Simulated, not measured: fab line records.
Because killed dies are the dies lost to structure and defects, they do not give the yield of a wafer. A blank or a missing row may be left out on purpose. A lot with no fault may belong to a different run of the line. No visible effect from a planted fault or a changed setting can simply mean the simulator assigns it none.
fab line records	flow n5Finfet
record lots=9	wafers=25	lastDay=17
route steps=1938 shown DUMMY_GATE@246 SD_EPI_N@281 BEOL_M4@1111 PASSIVATION@1936
lots that met no fault: taken from a fault-free run of the same line
startH: the number of hours between the record's first day and the start of the first shown wafer of the lot	waitH: hours from the lot's prior step to this one	" repeats the value in the row above	L1.1+2: one row covering several wafers at once	- value missing, or start not given	* or withheld: withheld	< > ~ a bound
route shown NAME@n: NAME is a module with steps in the file, n the number in the route of the first one	usual: average and standard deviation across the fault-free wafers	same: alike in all rows	chamber/n: place in a boat	sites: each site's reading	_std_site: standard deviation across them	_edge_site: mean of outer sites minus mean of inner sites	radiusMm: for every site, how far away it sits from the centre of the wafer	mask NAME#n: copy n	behind: the most recent tool/chamber to have shaped the wafer	hold: cause of the lot's hold/its duration in hours/its outcome	device: the transistor (n, p or np) that didn't switch	end of line: tests of these same wafers at the route's end	a step given without rows: its recipe and nothing more	killed: dies lost to structure and defects at the first sort, not the wafer's yield	map: a wafer's dies, marking killed ones x, the rest . and places with no die _
set.NAME: the setting that was run; set.NAME@STEP: the one run at that earlier step	model.NAME: the simulator's own value behind a step, which no gauge read
a sample of lots followed through the steps of the route, with each step as a table and each wafer as a row
services: from which hour (startH, from the record's first day; less than 0 if before it) a tool's chamber was out of use, for how many hours, and why
## steps
# step N5_DUMMY_GATE_ETCH_32
# recipe chemistry=CF4	target=SiO2	targetDepthA=35	timeS=3.9	ionEnergyEv=350	pressureMtorr=10	icpW=800	biasW=400	cf4FlowSccm=80
# usual drypumpMotorCurrentA=6.0/0.35	oesProductAu=1.007/0.028	throttleValvePct=21.71/0.2
lot.wafer	tool	chamber	startH	waitH	drypumpMotorCurrentA	oesProductAu	rfHoursCounterH	throttleValvePct
L185.2	rieSi-06	0	60.37	0.1	6.3	1.003	44	21.38
L185.3	"	1	"	"	6.0	0.991	69	21.59
L185.5	"	2	"	"	5.6	1.008	-	21.73
L186.1	rieSi-01	0	65.48	0.1	6.1	1.046	59	21.37
L186.2	"	2	"	"	6.3	1.038	24	21.72
L186.4	"	3	"	"	5.6	0.952	77	21.63
L187.1	rieSi-04	1	71.64	0.1	6.1	1.010	48	21.75
L187.2	"	2	"	"	5.4	1.058	169	21.94
L187.4	"	3	"	"	6.6	0.992	29	21.70
L189.2	rieSi-01	0	83.37	0.1	6.1	1.045	60	21.37
L189.5	"	2	"	"	6.3	1.044	-	21.71
L192.2	rieSi-01	3	103.02	0.1	5.6	0.955	78	21.64
L192.6	"	2	"	"	6.3	1.042	-	21.71
L197.1	rieSi-06	2	129.08	0.1	5.5	0.996	11	21.72
L197.4	"	3	"	"	5.9	0.963	120	22.12
L197.5	"	2	"	"	5.5	0.991	-	21.73
L199.1	rieSi-06	1	143.93	0.1	6.0	0.990	70	21.56
L199.5	"	2	"	"	5.6	1.016	-	21.74
L199.6	"	3	"	"	5.9	0.954	-	22.14
L201.2	rieSi-01	0	155.53	0.1	6.1	1.031	61	21.37
L201.4	"	3	"	"	5.6	0.962	79	21.65
L201.5	"	3	"	"	5.6	0.955	-	21.61
L203.4	rieSi-01	2	173.44	0.1	6.3	1.042	26	21.70
L203.5	"	3	"	"	5.6	0.956	-	21.64
L203.6	"	0	"	"	6.1	1.044	-	21.35
# step N5_DUMMY_GATE_ETCH_44
# recipe chemistry=HBr/O2	overEtchFrac=0.7	targetDepthA=1275	stopOn=SiO2	ionEnergyEv=60	biasW=20	target=poly-Si	maskMaterial=SiO2	pressureMtorr=20	icpW=400	HBr_flow_sccm=120	O2_flow_sccm=10
# usual drypumpMotorCurrentA=6.0/0.35	oesProductAu=0.732/0.016	throttleValvePct=18.44/0.19
lot.wafer	tool	chamber	startH	waitH	drypumpMotorCurrentA	oesProductAu	rfHoursCounterH	throttleValvePct
L185.2	rieSi-06	0	60.46	0.0	6.3	0.737	44	18.00
L185.3	"	1	"	"	6.0	0.724	69	18.40
L185.5	"	2	"	"	5.6	0.735	-	18.31
L186.1	rieSi-01	0	65.57	0.0	6.1	0.743	59	18.29
L186.2	"	2	"	"	6.3	0.741	25	18.46
L186.4	"	3	"	"	5.6	0.707	77	18.32
L187.1	rieSi-04	1	71.73	0.0	6.0	0.741	48	18.54
L187.2	"	2	"	"	5.5	0.754	169	18.54
L187.4	"	3	"	"	6.6	0.749	29	18.49
L189.2	rieSi-01	0	83.46	0.0	6.1	0.742	60	18.29
L189.5	"	2	"	"	6.3	0.738	-	18.46
L192.2	rieSi-01	3	103.11	0.0	5.6	0.702	78	18.33
L192.6	"	2	"	"	6.3	0.743	-	18.47
L197.1	rieSi-06	2	129.17	0.0	5.5	0.751	11	18.31
L197.4	"	3	"	"	5.9	0.711	120	18.90
L197.5	"	2	"	"	5.5	0.735	-	18.32
L199.1	rieSi-06	1	144.02	0.0	6.0	0.726	70	18.38
L199.5	"	2	"	"	5.5	0.742	-	18.31
L199.6	"	3	"	"	5.9	0.711	-	18.86
L201.2	rieSi-01	0	155.62	0.0	6.1	0.740	61	18.30
L201.4	"	3	"	"	5.6	0.697	79	18.34
L201.5	"	3	"	"	5.6	0.702	-	18.33
L203.4	rieSi-01	2	173.53	0.0	6.3	0.746	26	18.46
L203.5	"	3	"	"	5.6	0.705	-	18.33
L203.6	"	0	"	"	6.1	0.752	-	18.31
# step N5_SD_EPI_N_SD_RECESS_17
# recipe chemistry=HBr/Cl2/O2	targetDepthA=410	maskMaterial=SOC	timeS=23.7	btTimeS=3	pressureMtorr=10	icpW=800	biasW=112	HBr_flow_sccm=150	Cl2_flow_sccm=80	O2_flow_sccm=12
# usual drypumpMotorCurrentA=5.5/0.45	mfcCl2Sccm=80.03/0.23	oesProductAu=1.007/0.014	throttleValvePct=37.27/0.28
lot.wafer	tool	chamber	startH	waitH	drypumpMotorCurrentA	mfcCl2Sccm	oesProductAu	rfHoursCounterH	throttleValvePct
L185.2	rieSi-05	2	62.79	0.0	5.8	80.54	1.003	113	37.40
L185.3	"	1	"	"	4.7	80.13	0.997	71	37.47
L185.5	"	1	"	"	4.7	79.94	0.996	-	37.47
L186.1	rieSi-02	2	67.85	0.0	5.8	79.85	1.026	41	37.12
L186.2	"	1	"	"	5.6	80.56	1.010	74	37.13
L186.4	"	2	"	"	5.8	79.78	1.023	-	37.12
L187.1	rieSi-02	0	74.33	0.0	4.8	79.93	1.009	65	37.13
L187.2	"	1	"	"	5.5	79.87	0.998	74	37.14
L187.4	"	3	"	"	5.4	80.16	1.007	37	37.58
L189.2	rieSi-02	0	85.85	0.0	4.8	80.30	1.153	65	37.05
L189.5	"	1	"	"	5.6	80.11	1.140	-	37.04
L192.2	rieSi-02	1	105.36	0.0	5.6	80.09	1.140	75	37.06
L192.6	"	0	"	"	4.8	80.36	1.016	-	37.12
L197.1	rieSi-03	0	131.40	0.0	6.2	79.93	0.980	19	37.79
L197.4	"	2	"	"	5.8	79.91	1.012	10	37.21
L197.5	"	3	"	"	5.2	79.74	0.988	-	37.60
L199.1	rieSi-05	3	146.27	0.0	5.2	80.40	1.016	102	37.02
L199.5	"	1	"	"	4.7	80.14	1.001	-	37.47
L199.6	"	2	"	"	5.7	80.57	0.995	-	37.39
L201.2	rieSi-02	1	157.93	0.0	5.6	80.18	0.996	76	37.12
L201.4	"	2	"	"	5.8	79.97	1.023	43	37.13
L201.5	"	2	"	"	5.8	80.21	1.031	-	37.10
L203.4	rieSi-05	3	175.70	0.0	5.2	80.00	1.009	103	37.02
L203.5	"	1	"	"	4.7	79.92	1.002	-	37.49
L203.6	"	0	"	"	5.9	80.09	1.009	-	37.23
# step N5_SD_EPI_N_STRIP_38
# recipe chemistry=N2/H2	powerW=1000	tempC=250	h2Frac=0.65	overashFraction=0.3	pressureMtorr=withheld	n2FlowSccm=1750	h2FlowSccm=3250
# usual drypumpMotorCurrentA=5.74/0.14	heaterPowerW=360/21	oesProductAu=0.760/0.011
# same overashFraction=0.3
lot.wafer	tool	chamber	startH	waitH	drypumpMotorCurrentA	heaterPowerW	oesProductAu	rfHoursCounterH
L185.2	plasmaAsher-01	1	62.88	0.1	5.64	333	0.766	31
L185.3	"	0	"	"	5.91	394	0.781	-
L185.5	"	0	"	"	5.90	383	0.768	-
L186.1	plasmaAsher-02	1	67.95	0.1	5.55	351	0.761	87
L186.2	"	0	"	"	5.83	350	0.777	87
L186.4	"	1	"	"	5.58	359	0.771	-
L187.1	plasmaAsher-01	0	74.42	0.1	5.91	391	0.744	34
L187.2	"	1	"	"	5.63	330	0.767	34
L187.4	"	0	"	"	5.86	389	0.753	-
L189.2	plasmaAsher-01	1	86.05	0.2	5.63	327	0.749	35
L189.5	"	1	"	"	5.64	333	0.759	-
L192.2	plasmaAsher-01	0	105.45	0.1	5.88	393	0.771	39
L192.6	"	0	"	"	5.96	383	0.766	-
L197.1	plasmaAsher-02	1	131.50	0.1	5.58	370	0.753	98
L197.4	"	0	"	"	5.80	367	0.763	-
L197.5	"	0	"	"	5.82	362	0.747	-
L199.1	plasmaAsher-01	0	146.36	0.1	5.92	390	0.761	48
L199.5	"	0	"	"	5.88	381	0.766	-
L199.6	"	1	"	"	5.61	335	0.760	-
L201.2	plasmaAsher-02	0	158.03	0.1	5.82	357	0.760	102
L201.4	"	1	"	"	5.59	360	0.769	-
L201.5	"	0	"	"	5.79	364	0.757	-
L203.4	plasmaAsher-01	0	175.82	0.1	5.87	393	0.765	-
L203.5	"	1	"	"	5.64	334	0.767	-
L203.6	"	0	"	"	5.95	385	0.757	-
# step N5_BEOL_M4_RC_MEAS_101
# usual CJ_N=4.36/0.093	DIBL_N=36.1/1.6	DIBL_P=35.7/1.8	EOT_N=10.52/0.094	IGATE_N=0.0123/0.0018	IOFF_N=0.159/0.027	IOFF_N_85C=3.1/0.44	IOFF_N_LIN=0.073/0.0097	IOFF_N_LONG=5.66e-05/2.6e-06	IOFF_P=0.21/0.03	ION_N=673/10	ION_P=462/7.4	RC_DENSE_N=19.0/0.42	RC_N=15.5/0.32	REXT_N=74.7/1.6	RS_SD_N=28.5/0.35	SS_N=71.4/0.56	SS_P=73.2/0.61	VT_N=249.7/3	VT_N_LONG=274.5/2.1	VT_N_LVT=98.3/2.8	VT_P=-250/3.1
lot.wafer	tool	chamber	startH	waitH	CJ_N	DIBL_N[mV/V]	DIBL_P[mV/V]	EOT_N	IGATE_N[nA/um]	IOFF_N[nA/um]	IOFF_N_85C[nA/um]	IOFF_N_LIN[nA/um]	IOFF_N_LONG[nA/um]	IOFF_P[nA/um]	ION_N[uA/um]	ION_P[uA/um]	RC_DENSE_N[ohm.um]	RC_N[ohm.um]	REXT_N[ohm.um]	RS_SD_N[ohm/sq]	SS_N[mV/dec]	SS_P[mV/dec]	VT_N[mV]	VT_N_LONG[mV]	VT_N_LVT[mV]	VT_P[mV]
L186.1	prober-02	0	183.10	0.0	4.51	33.5	30.8	10.65	0.0109	0.133	2.6	0.065	6.21e-05	0.20	683	480	19.0	15.7	72.6	28.8	70.9	72.1	249.5	273.5	102.0	-248
L186.2	"	0	"	"	4.40	35.2	33.0	10.38	0.0173	0.156	3.0	0.074	5.98e-05	0.23	686	476	18.8	15.3	73.7	29.0	70.7	72.6	249.5	272.1	100.1	-246
L186.4	"	0	"	"	4.50	37.1	34.6	10.40	0.0140	0.187	3.5	0.081	6.13e-05	0.26	677	471	19.2	15.6	73.0	28.9	72.3	73.4	245.7	274.7	100.2	-244
L187.1	prober-02	0	185.16	0.0	4.41	37.9	37.4	10.56	0.0110	0.156	3.1	0.069	5.3e-05	0.19	664	448	19.1	15.5	74.5	28.4	71.6	73.6	252.5	277.4	100.5	-253
L187.2	"	0	"	"	4.40	36.6	35.8	10.63	0.0102	0.136	2.7	0.066	5.24e-05	0.18	662	451	18.9	15.5	75.9	28.5	71.7	73.1	253.1	277.9	100.0	-254
L187.4	"	0	"	"	4.42	39.2	38.7	10.49	0.0126	0.189	3.6	0.081	5.3e-05	0.24	678	458	19.6	15.9	75.2	28.3	72.0	73.8	248.9	278.8	96.3	-251
L189.2	prober-02	0	198.93	0.2	-	-	36.8	-	-	-	-	-	-	0.18	-	447	-	-	-	-	-	73.6	-	-	-	-254
L189.5	"	0	"	"	-	-	37.3	-	-	-	-	-	-	0.20	-	451	-	-	-	-	-	74.0	-	-	-	-254
L192.2	prober-02	0	220.88	0.2	-	-	35.6	-	-	-	-	-	-	0.20	-	455	-	-	-	-	-	72.6	-	-	-	-250
L192.6	"	0	"	"	4.47	36.9	36.3	10.65	0.0093	0.187	3.6	0.079	5.54e-05	0.21	679	455	18.5	15.3	73.1	28.7	71.9	73.8	249.4	277.6	96.3	-249
L197.1	prober-02	0	252.43	0.0	4.29	35.3	35.3	10.70	0.0100	0.144	2.8	0.066	5.52e-05	0.19	664	458	19.3	15.8	76.0	28.6	70.8	73.9	253.9	277.9	99.7	-252
L197.4	"	0	"	"	4.28	33.6	33.2	10.47	0.0139	0.117	2.4	0.055	5.41e-05	0.18	641	453	19.3	15.8	76.8	28.7	71.1	72.3	256.6	277.0	102.6	-251
L197.5	"	0	"	"	4.25	34.6	35.1	10.55	0.0117	0.140	2.8	0.065	5.47e-05	0.19	662	454	19.2	15.7	75.9	28.6	71.1	74.0	250.2	277.5	98.9	-251
L199.1	prober-02	0	255.59	0.0	4.39	36.1	36.2	10.53	0.0135	0.161	3.1	0.075	5.79e-05	0.22	682	473	19.0	15.4	75.3	29.0	72.0	72.8	248.9	276.0	96.7	-245
L199.5	"	0	"	"	4.28	35.4	35.9	10.59	0.0128	0.151	2.9	0.072	5.82e-05	0.22	681	466	18.8	15.5	75.1	28.5	71.7	73.7	250.4	275.1	97.4	-246
L199.6	"	0	"	"	4.34	37.2	38.5	10.61	0.0120	0.198	3.7	0.088	5.84e-05	0.26	694	471	19.3	15.8	75.9	28.7	71.3	72.9	244.0	277.0	93.7	-246
L201.2	prober-01	0	281.48	0.2	4.46	35.4	35.2	10.35	0.0141	0.131	2.7	0.064	6.07e-05	0.18	675	462	18.5	15.1	76.3	29.1	70.7	72.7	249.4	272.5	96.5	-251
L201.4	"	0	"	"	4.54	38.7	38.5	10.59	0.0108	0.195	3.7	0.085	6.01e-05	0.23	679	463	19.3	15.7	77.0	29.1	71.5	74.0	246.7	271.1	92.0	-249
L201.5	"	0	"	"	4.55	39.3	38.7	10.45	0.0155	0.200	3.8	0.088	6.03e-05	0.23	686	466	19.0	15.5	76.5	29.3	71.9	74.1	248.2	271.0	92.0	-246
L203.4	prober-01	0	305.14	0.5	4.37	34.9	34.5	10.55	0.0125	0.122	2.5	0.060	5.71e-05	0.17	666	455	18.6	15.2	74.3	29.1	71.1	73.3	253.6	273.5	103.6	-252
L203.5	"	0	"	"	4.34	35.7	36.9	10.38	0.0144	0.148	2.9	0.071	5.65e-05	0.21	683	467	19.0	15.5	75.5	28.9	70.8	73.6	250.6	275.7	98.9	-250
L203.6	"	0	"	"	4.37	36.4	37.7	10.39	0.0143	0.163	3.2	0.077	5.7e-05	0.21	683	465	18.8	15.3	73.7	28.9	71.6	73.8	250.1	274.1	98.3	-251
L185.2	prober-02	0	307.72	0.2	4.25	35.2	36.1	10.49	0.0129	0.172	3.4	0.081	5.75e-05	0.23	691	479	19.1	15.6	72.4	28.0	71.9	73.7	247.3	271.3	94.5	-247
L185.3	"	0	"	"	4.25	34.6	35.4	10.52	0.0147	0.143	2.9	0.068	5.71e-05	0.23	664	471	18.6	15.2	72.4	28.0	71.3	73.3	251.2	273.2	98.1	-246
L185.5	"	0	"	"	4.23	35.8	36.3	10.46	0.0138	0.170	3.4	0.079	5.74e-05	0.24	680	468	18.5	14.9	72.4	28.1	71.6	74.1	250.4	274.4	96.2	-246
# step N5_PASSIVATION_PROBE_49
# usual defectLimitedYield=91.0/1.3	killed_at_M0_to_M3=33/10	killed_at_M4_up=14/5.6	killedAtContacts=12/5.8	killedAtFrontEnd=43/11	killedAtOther=4.1/2.8	killedDies=106/15	killedOpen=70/12	killedShort=34/7.5	sort_bin_4_leakage=0.00/0.0099	sort_bin_5_function=5.3/0.88	sort_bin_6_memory=3.3/0.64	sort_bin_8_speed=0.00/0.016	sortNPass=1074/15	sortYieldPct=91.0/1.3
# same grossDies=1180	killedAtBackSide=0
lot.wafer	tool	chamber	startH	waitH	defectLimitedYield[%]	killed_at_M0_to_M3	killed_at_M4_up	killedAtContacts	killedAtFrontEnd	killedAtOther	killedDies	killedOpen	killedShort	sort_bin_4_leakage[%]	sort_bin_5_function[%]	sort_bin_6_memory[%]	sort_bin_8_speed[%]	sortNPass	sortYieldPct[%]
L189.2	prober-02	-	303.49	0.1	89.1	22	17	20	63	7	129	79	50	89.07	6.4	4.1	0	0	0
L189.5	prober-02	-	303.64	0.2	90.3	30	22	12	44	7	115	81	32	90.25	5.0	4.5	0	0	0
L192.2	prober-02	-	338.41	0.1	90.7	26	12	6	54	12	110	76	32	90.68	5.7	3.2	0	0	0
L192.6	prober-02	-	338.61	0.3	91.3	37	6	9	50	1	103	64	37	0	5.0	3.6	0	1077	91.3
L197.1	prober-01	-	364.86	0.0	92.8	28	11	17	25	4	85	55	29	0	4.3	2.6	0	1095	92.8
L197.4	prober-01	-	365.01	0.2	93.1	27	11	6	33	5	82	55	25	0	3.9	2.7	0.08	1097	93.0
L197.5	prober-01	-	365.06	0.2	93.1	25	8	9	26	13	81	53	27	0	4.1	2.4	0	1099	93.1
L203.4	prober-02	-	407.32	0.2	90.4	51	9	6	43	4	113	63	49	0	5.3	4.0	0	1067	90.4
L203.5	prober-02	-	407.37	0.2	89.9	42	24	7	42	4	119	82	37	0	6.7	3.1	0	1061	89.9
L203.6	prober-02	-	407.42	0.3	91.4	32	14	9	45	2	102	68	33	0	5.7	2.8	0	1078	91.4
# killed by level:class
L189.2 STI_FIN_REVEAL:geometricParticle:open=17 MOL_CONTACT_COAG:geometricParticle:open=17 FIN_SAQP:geometricParticle:open=9 BEOL_M2:geometricParticle:open=8 FIN_SAQP:geometricParticle:short=7 BEOL_M0_SAQP:geometricParticle:short=7 BEOL_M4:geometricParticle:open=7 DUMMY_GATE:geometricParticle:open=6
L189.5 STI_FIN_REVEAL:geometricParticle:open=19 MOL_CONTACT_COAG:geometricParticle:open=9 BEOL_M0_SAQP:geometricParticle:open=9 BEOL_M4:geometricParticle:open=8 STI_FIN_REVEAL:geometricParticle:short=5 STARTING-WAFER:geometricParticle:short=5 BEOL_M0_SAQP:geometricParticle:short=4 BEOL_M0:geometricParticle:open=4
L192.2 STI_FIN_REVEAL:geometricParticle:open=11 FIN_SAQP:geometricParticle:open=9 BEOL_M3:geometricParticle:open=9 BEOL_M2:geometricParticle:open=6 MOL_CONTACT_COAG:geometricParticle:open=6 DUMMY_GATE:geometricParticle:open=5 BEOL_M0_SAQP:geometricParticle:short=5 BEOL_M0_SAQP:geometricParticle:open=4
L192.6 BEOL_M1:geometricParticle:open=12 MOL_CONTACT_COAG:geometricParticle:open=7 STI_FIN_REVEAL:geometricParticle:open=6 BEOL_M0_SAQP:geometricParticle:open=6 FIN_SAQP:geometricParticle:open=5 GATE_CUT:geometricParticle:short=5 BEOL_M3:geometricParticle:open=5 BEOL_M0_SAQP:geometricParticle:short=4
L197.1 MOL_CONTACT_COAG:geometricParticle:open=14 BEOL_M0_SAQP:geometricParticle:short=9 FIN_SAQP:geometricParticle:open=7 FIN_SAQP:geometricParticle:short=6 BEOL_M1:geometricParticle:open=6 BEOL_M4:geometricParticle:open=6 BEOL_M0_SAQP:geometricParticle:open=5 MOL_CONTACT_COAG:geometricParticle:short=3
L197.4 BEOL_M0_SAQP:geometricParticle:open=10 FIN_SAQP:geometricParticle:open=8 BEOL_M0_SAQP:geometricParticle:short=6 BEOL_M2:geometricParticle:open=6 FIN_SAQP:geometricParticle:short=4 ILD0:geometricParticle:open=4 MOL_CONTACT_COAG:geometricParticle:open=4 BEOL_M1:geometricParticle:open=4
L197.5 MOL_CONTACT_COAG:geometricParticle:open=9 BEOL_M0_SAQP:geometricParticle:short=8 FIN_SAQP:geometricParticle:short=7 FIN_SAQP:geometricParticle:open=6 STI_FIN_REVEAL:geometricParticle:open=6 BEOL_M1:geometricParticle:open=5 BEOL_M2:geometricParticle:open=5 PASS1_DEP:geometricParticle:open=5
L203.4 BEOL_M0_SAQP:geometricParticle:short=20 FIN_SAQP:geometricParticle:short=14 STI_FIN_REVEAL:geometricParticle:open=10 BEOL_M1:geometricParticle:open=9 FIN_SAQP:geometricParticle:open=8 BEOL_M0_SAQP:geometricParticle:open=7 BEOL_M2:geometricParticle:open=6 BEOL_M3:geometricParticle:open=6
L203.5 BEOL_M4:geometricParticle:open=16 BEOL_M0_SAQP:geometricParticle:short=10 BEOL_M2:geometricParticle:open=9 FIN_SAQP:geometricParticle:open=8 BEOL_M1:geometricParticle:open=8 MOL_CONTACT_COAG:geometricParticle:open=7 FIN_SAQP:geometricParticle:short=6 DUMMY_GATE:geometricParticle:open=6
L203.6 STI_FIN_REVEAL:geometricParticle:open=17 MOL_CONTACT_COAG:geometricParticle:open=9 BEOL_M0_SAQP:geometricParticle:short=9 BEOL_M3:geometricParticle:open=8 FIN_SAQP:geometricParticle:short=7 FIN_SAQP:geometricParticle:open=7 BEOL_M0_SAQP:geometricParticle:open=6 BEOL_M4:geometricParticle:open=6
## services
tool	chamber	startH	hours	kind
plasmaAsher-01	-	42.82	2.1	repair
rieSi-06	-	49.33	0.2	repair
rieSi-03	3	58.52	6.6	repair
rieSi-02	3	67.78	4.5	repair
rieSi-02	1	100.25	3.1	repair
rieSi-06	3	101.48	1.8	repair
plasmaAsher-02	-	120.05	2.5	pm
plasmaAsher-02	-	146.20	4.0	pm
rieSi-02	3	166.33	30.2	repair
## key
firstSign step=N5_SD_EPI_N_SD_RECESS_17	reading=oesProductAu	direction=up	sigmas=9.9	usual=1.007	struck=1.144
effect step=N5_BEOL_M4_RC_MEAS_101	reading=CJ_N	direction=missing
effect step=N5_BEOL_M4_RC_MEAS_101	reading=DIBL_N	direction=missing
effect step=N5_BEOL_M4_RC_MEAS_101	reading=EOT_N	direction=missing
effect step=N5_BEOL_M4_RC_MEAS_101	reading=IGATE_N	direction=missing
effect step=N5_BEOL_M4_RC_MEAS_101	reading=IOFF_N	direction=missing
effect step=N5_BEOL_M4_RC_MEAS_101	reading=IOFF_N_85C	direction=missing
effect step=N5_BEOL_M4_RC_MEAS_101	reading=IOFF_N_LIN	direction=missing
effect step=N5_BEOL_M4_RC_MEAS_101	reading=IOFF_N_LONG	direction=missing
effect step=N5_BEOL_M4_RC_MEAS_101	reading=ION_N	direction=missing
effect step=N5_BEOL_M4_RC_MEAS_101	reading=RC_DENSE_N	direction=missing
effect step=N5_BEOL_M4_RC_MEAS_101	reading=RC_N	direction=missing
effect step=N5_BEOL_M4_RC_MEAS_101	reading=REXT_N	direction=missing
effect step=N5_PASSIVATION_PROBE_49	reading=sort_bin_4_leakage	direction=up	sigmas=99+	usual=0.00	struck=90.00
metAt N5_SD_EPI_N_SD_RECESS_17
struckLots L189,L192
struckWafers L189.2,L189.5,L192.2
notActingAt N5_DUMMY_GATE_ETCH_32,N5_DUMMY_GATE_ETCH_44,N5_SD_EPI_N_STRIP_38
onsetBetween 74.33 85.85
fault kind=processParameterDrift	tool=rieSi-02	chamber=-	onsetH=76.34	steps=N5_SD_EPI_N_SD_RECESS_17	channel=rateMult	offset=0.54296	shape=step	endH=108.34	scope=struckWafersOnly
